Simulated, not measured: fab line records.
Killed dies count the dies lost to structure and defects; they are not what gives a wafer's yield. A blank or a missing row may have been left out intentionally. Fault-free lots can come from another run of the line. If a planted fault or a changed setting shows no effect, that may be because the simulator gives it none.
Split-lot experiment :: flow n5Finfet :: 39 wafers read from 7 lots, route of 1938 steps

== THE SPLIT ==
At N5_BEOL_M7_ILD_DEP_00 (deposits SiCOH lowk from DEMS/porogen, target thk 179.75 nm, time 33.4 s), the setting targetThkA was moved away from the recipe's 1797.5 angstrom on 15 of the 39 wafers read, by -56.6% to +55.7%. The other wafers ran this setting at the recipe's value.

== BETWEEN THE SPLIT AND THE READING: the file shows 1 step in between ==
- N5_BEOL_M7_CURE_74: cures SiCOH lowk, time 240 s

== THE READING ==
M7_ILD_THK at N5_BEOL_M7_THK_MEAS_01, in nm. A value of 154.0 nm with a standard deviation of 2.2 nm is what fault-free wafers of this fab line usually give.

wafer: L074.1
tool, chamber at the split: pecvd-03, 1
targetThkA as run, angstrom: 779.8
against the recipe: -56.6%
M7_ILD_THK, nm: 61.0
against lot-mates on the recipe: -89.8

wafer: L074.2
tool, chamber at the split: pecvd-03, 2
targetThkA as run, angstrom: 1797.5
against the recipe: recipe
M7_ILD_THK, nm: 150.9
against lot-mates on the recipe: -

wafer: L074.3
tool, chamber at the split: pecvd-03, 0
targetThkA as run, angstrom: 1797.5
against the recipe: recipe
M7_ILD_THK, nm: 149.1
against lot-mates on the recipe: -

wafer: L074.4
tool, chamber at the split: pecvd-03, 2
targetThkA as run, angstrom: 779.8
against the recipe: -56.6%
M7_ILD_THK, nm: 64.4
against lot-mates on the recipe: -86.4

wafer: L074.5
tool, chamber at the split: pecvd-03, 1
targetThkA as run, angstrom: 1797.5
against the recipe: recipe
M7_ILD_THK, nm: 152.3
against lot-mates on the recipe: -

wafer: L074.6
tool, chamber at the split: pecvd-03, 0
targetThkA as run, angstrom: 779.8
against the recipe: -56.6%
M7_ILD_THK, nm: 60.1
against lot-mates on the recipe: -90.7

wafer: L077.1
tool, chamber at the split: pecvd-01, 2
targetThkA as run, angstrom: 1797.5
against the recipe: recipe
M7_ILD_THK, nm: 154.0
against lot-mates on the recipe: -

wafer: L077.2
tool, chamber at the split: pecvd-01, 0
targetThkA as run, angstrom: 1797.5
against the recipe: recipe
M7_ILD_THK, nm: 152.3
against lot-mates on the recipe: -

wafer: L077.3
tool, chamber at the split: pecvd-01, 1
targetThkA as run, angstrom: 2457
against the recipe: +36.7%
M7_ILD_THK, nm: 210.6
against lot-mates on the recipe: +56.7

wafer: L077.4
tool, chamber at the split: pecvd-01, 1
targetThkA as run, angstrom: 2457
against the recipe: +36.7%
M7_ILD_THK, nm: 212.6
against lot-mates on the recipe: +58.7

wafer: L077.5
tool, chamber at the split: pecvd-01, 0
targetThkA as run, angstrom: 2457
against the recipe: +36.7%
M7_ILD_THK, nm: 213.4
against lot-mates on the recipe: +59.5

wafer: L077.6
tool, chamber at the split: pecvd-01, 2
targetThkA as run, angstrom: 1797.5
against the recipe: recipe
M7_ILD_THK, nm: 155.5
against lot-mates on the recipe: -

wafer: L079.2
tool, chamber at the split: pecvd-04, 0
targetThkA as run, angstrom: 1797.5
against the recipe: recipe
M7_ILD_THK, nm: 153.9
against lot-mates on the recipe: -

wafer: L079.4
tool, chamber at the split: pecvd-04, 1
targetThkA as run, angstrom: 1797.5
against the recipe: recipe
M7_ILD_THK, nm: 154.4
against lot-mates on the recipe: -

wafer: L079.5
tool, chamber at the split: pecvd-04, 2
targetThkA as run, angstrom: 1797.5
against the recipe: recipe
M7_ILD_THK, nm: 156.8
against lot-mates on the recipe: -

wafer: L075.1
tool, chamber at the split: pecvd-01, 0
targetThkA as run, angstrom: 865.4
against the recipe: -51.9%
M7_ILD_THK, nm: 72.7
against lot-mates on the recipe: -81.2

wafer: L075.2
tool, chamber at the split: pecvd-01, 1
targetThkA as run, angstrom: 1797.5
against the recipe: recipe
M7_ILD_THK, nm: 151.3
against lot-mates on the recipe: -

wafer: L075.3
tool, chamber at the split: pecvd-01, 2
targetThkA as run, angstrom: 865.4
against the recipe: -51.9%
M7_ILD_THK, nm: 72.9
against lot-mates on the recipe: -81.0

wafer: L075.4
tool, chamber at the split: pecvd-01, 0
targetThkA as run, angstrom: 1797.5
against the recipe: recipe
M7_ILD_THK, nm: 153.3
against lot-mates on the recipe: -

wafer: L075.5
tool, chamber at the split: pecvd-01, 1
targetThkA as run, angstrom: 865.4
against the recipe: -51.9%
M7_ILD_THK, nm: 77.0
against lot-mates on the recipe: -76.9

wafer: L075.6
tool, chamber at the split: pecvd-01, 2
targetThkA as run, angstrom: 1797.5
against the recipe: recipe
M7_ILD_THK, nm: 157.1
against lot-mates on the recipe: -

wafer: L081.1
tool, chamber at the split: pecvd-04, 2
targetThkA as run, angstrom: 1797.5
against the recipe: recipe
M7_ILD_THK, nm: 153.1
against lot-mates on the recipe: -

wafer: L081.2
tool, chamber at the split: pecvd-04, 1
targetThkA as run, angstrom: 1797.5
against the recipe: recipe
M7_ILD_THK, nm: 151.8
against lot-mates on the recipe: -

wafer: L081.3
tool, chamber at the split: pecvd-04, 0
targetThkA as run, angstrom: 1797.5
against the recipe: recipe
M7_ILD_THK, nm: 152.1
against lot-mates on the recipe: -

wafer: L081.4
tool, chamber at the split: pecvd-04, 2
targetThkA as run, angstrom: 1797.5
against the recipe: recipe
M7_ILD_THK, nm: 155.2
against lot-mates on the recipe: -

wafer: L081.5
tool, chamber at the split: pecvd-04, 1
targetThkA as run, angstrom: 1797.5
against the recipe: recipe
M7_ILD_THK, nm: 152.7
against lot-mates on the recipe: -

wafer: L081.6
tool, chamber at the split: pecvd-04, 0
targetThkA as run, angstrom: 1797.5
against the recipe: recipe
M7_ILD_THK, nm: 152.6
against lot-mates on the recipe: -

wafer: L087.1
tool, chamber at the split: pecvd-03, 1
targetThkA as run, angstrom: 1797.5
against the recipe: recipe
M7_ILD_THK, nm: 149.5
against lot-mates on the recipe: -

wafer: L087.2
tool, chamber at the split: pecvd-03, 2
targetThkA as run, angstrom: 2799
against the recipe: +55.7%
M7_ILD_THK, nm: 238.9
against lot-mates on the recipe: +87.3

wafer: L087.3
tool, chamber at the split: pecvd-03, 0
targetThkA as run, angstrom: 1797.5
against the recipe: recipe
M7_ILD_THK, nm: 150.9
against lot-mates on the recipe: -

wafer: L087.4
tool, chamber at the split: pecvd-03, 0
targetThkA as run, angstrom: 2799
against the recipe: +55.7%
M7_ILD_THK, nm: 241.0
against lot-mates on the recipe: +89.4

wafer: L087.5
tool, chamber at the split: pecvd-03, 1
targetThkA as run, angstrom: 2799
against the recipe: +55.7%
M7_ILD_THK, nm: 243.6
against lot-mates on the recipe: +92.0

wafer: L087.6
tool, chamber at the split: pecvd-03, 2
targetThkA as run, angstrom: 1797.5
against the recipe: recipe
M7_ILD_THK, nm: 154.4
against lot-mates on the recipe: -

wafer: L089.1
tool, chamber at the split: pecvd-03, 2
targetThkA as run, angstrom: 1797.5
against the recipe: recipe
M7_ILD_THK, nm: 150.5
against lot-mates on the recipe: -

wafer: L089.2
tool, chamber at the split: pecvd-03, 1
targetThkA as run, angstrom: 2656
against the recipe: +47.8%
M7_ILD_THK, nm: 226.6
against lot-mates on the recipe: +74.7

wafer: L089.3
tool, chamber at the split: pecvd-03, 0
targetThkA as run, angstrom: 1797.5
against the recipe: recipe
M7_ILD_THK, nm: 151.3
against lot-mates on the recipe: -

wafer: L089.4
tool, chamber at the split: pecvd-03, 1
targetThkA as run, angstrom: 1797.5
against the recipe: recipe
M7_ILD_THK, nm: 154.0
against lot-mates on the recipe: -

wafer: L089.5
tool, chamber at the split: pecvd-03, 0
targetThkA as run, angstrom: 2656
against the recipe: +47.8%
M7_ILD_THK, nm: 230.1
against lot-mates on the recipe: +78.2

wafer: L089.6
tool, chamber at the split: pecvd-03, 2
targetThkA as run, angstrom: 2656
against the recipe: +47.8%
M7_ILD_THK, nm: 228.7
against lot-mates on the recipe: +76.8

THE FIT
A straight line over all 39 wafers: M7_ILD_THK changes by +1.58 nm for each +1% of targetThkA; r = +1.00; the points scatter about the line by 2.2 nm.
The same after taking each lot's own level away (the mean of its wafers on the recipe; 39 wafers): +1.58 nm for each +1%; r = +1.00; scatter 1.8 nm.
Per that fit: largest targetThkA move, reading shift of 89 nm.
Across the lots, their own levels run from 150.77 to 155.03 nm, a range of 1.9 times the standard deviation given above.
Consequently the slope shifts little with the lot-to-lot level, the two slopes agreeing.
Check: for one of the wafers moved furthest among these (-56.6%), held out of the fit, the line's prediction against its lot-mates is -88.9 nm. It came out at -89.8 nm against them.

== FURTHER SPLITS ON THESE WAFERS ==
Other splits were also applied to these wafers ahead of the reading. Each is held against what the fit with the lots' levels taken away leaves over:
other split on the same wafers: N5_BEOL_M5_ILD_DEP_00 timeS
wafers away from the commonest value: 12
r with M7_ILD_THK (lot level and that fit taken away): +0.09

== THE WHOLE CHAIN: every reading that the file lists as answering this split, in the file's order ==
step: N5_BEOL_M7_ILD_DEP_00
what it does: deposits SiCOH lowk from DEMS/porogen, target thk 179.75 nm, time 33.4 s
reading: SiCOH_lowk_of_BEOL_M7_ILD_DEP_00.thkNm (the simulator's own value, which no gauge read)
change (the file's fit): +1.81 nm for each +1% of the setting
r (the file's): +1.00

step: N5_BEOL_M7_CURE_74
what it does: cures SiCOH lowk, time 240 s
reading: SiCOH_lowk_of_BEOL_M7_ILD_DEP_00.thkNm (the simulator's own value, which no gauge read)
change (the file's fit): +1.58 nm for each +1% of the setting
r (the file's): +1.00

step: N5_BEOL_M7_THK_MEAS_01
what it does: 
reading: M7_ILD_THK
change (the file's fit): +1.58 for each +1% of the setting
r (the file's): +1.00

== FILE'S OWN FIT ==
M7_ILD_THK changes by +1.58 nm for each +1% of targetThkA, r = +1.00.
